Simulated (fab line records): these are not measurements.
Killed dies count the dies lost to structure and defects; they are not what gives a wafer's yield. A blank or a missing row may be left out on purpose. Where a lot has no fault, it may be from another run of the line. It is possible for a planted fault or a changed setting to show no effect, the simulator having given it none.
Matching of chambers || flow nandHarc || 3 sister chambers for NHARC_THIN_TSV_DEP_43 on pecvd-01
The step deposits SiO2, target thk 1328.5 nm. 6 wafers are shown with their chamber, then 7 later ones without.

## EACH WAFER AND ITS CHAMBER
{"wafer": "L482.1", "chamber": 0, "showerheadVppV (V)": 1782, "throttleValvePct (%)": 15.3}
{"wafer": "L486.2", "chamber": 0, "showerheadVppV (V)": 1751, "throttleValvePct (%)": 15.7}
{"wafer": "L486.3", "chamber": 2, "showerheadVppV (V)": 1905, "throttleValvePct (%)": 15.4}
{"wafer": "L486.5", "chamber": 1, "showerheadVppV (V)": 1854, "throttleValvePct (%)": 16.4}
{"wafer": "L487.4", "chamber": 1, "showerheadVppV (V)": 1837, "throttleValvePct (%)": 16.2}
{"wafer": "L487.5", "chamber": 2, "showerheadVppV (V)": 1943, "throttleValvePct (%)": 15.4}

## WAFERS WITH NO CHAMBER GIVEN
{"wafer": "L487.6", "showerheadVppV (V)": 1738, "throttleValvePct (%)": 15.6}
{"wafer": "L498.1", "showerheadVppV (V)": 1757, "throttleValvePct (%)": 15.7}
{"wafer": "L498.3", "showerheadVppV (V)": 1864, "throttleValvePct (%)": 16.4}
{"wafer": "L498.4", "showerheadVppV (V)": 1754, "throttleValvePct (%)": 15.7}
{"wafer": "L497.2", "showerheadVppV (V)": 1861, "throttleValvePct (%)": 16.3}
{"wafer": "L497.3", "showerheadVppV (V)": 1699, "throttleValvePct (%)": 16.0}
{"wafer": "L497.6", "showerheadVppV (V)": 1742, "throttleValvePct (%)": 15.9}

## CHAMBER TAKEN BY EACH
{"wafer": "L487.6", "from the rows above": 0, "in truth": 0}
{"wafer": "L498.1", "from the rows above": 0, "in truth": 0}
{"wafer": "L498.3", "from the rows above": 1, "in truth": 1}
{"wafer": "L498.4", "from the rows above": 0, "in truth": 0}
{"wafer": "L497.2", "from the rows above": 1, "in truth": 1}
{"wafer": "L497.3", "from the rows above": 0, "in truth": 0}
{"wafer": "L497.6", "from the rows above": 0, "in truth": 0}
7 of 7 placed correctly. Left unplaced by these rows: 0. Number placed wrongly: 0.
How it was worked out, from the rows above alone: a wafer's distance from a chamber is the root of the sum, over the readings, of the square of ((its reading less the chamber's mean) divided by the reading's scatter). If the next closest chamber is less than 2 further off than the closest, the wafer can't be placed; otherwise it belongs to the closest. A chamber's mean is the mean of its shown wafers. The scatter: the root of (the sum of the squares of (reading less its chamber's mean) over the shown wafers, divided by (wafers less chambers)).
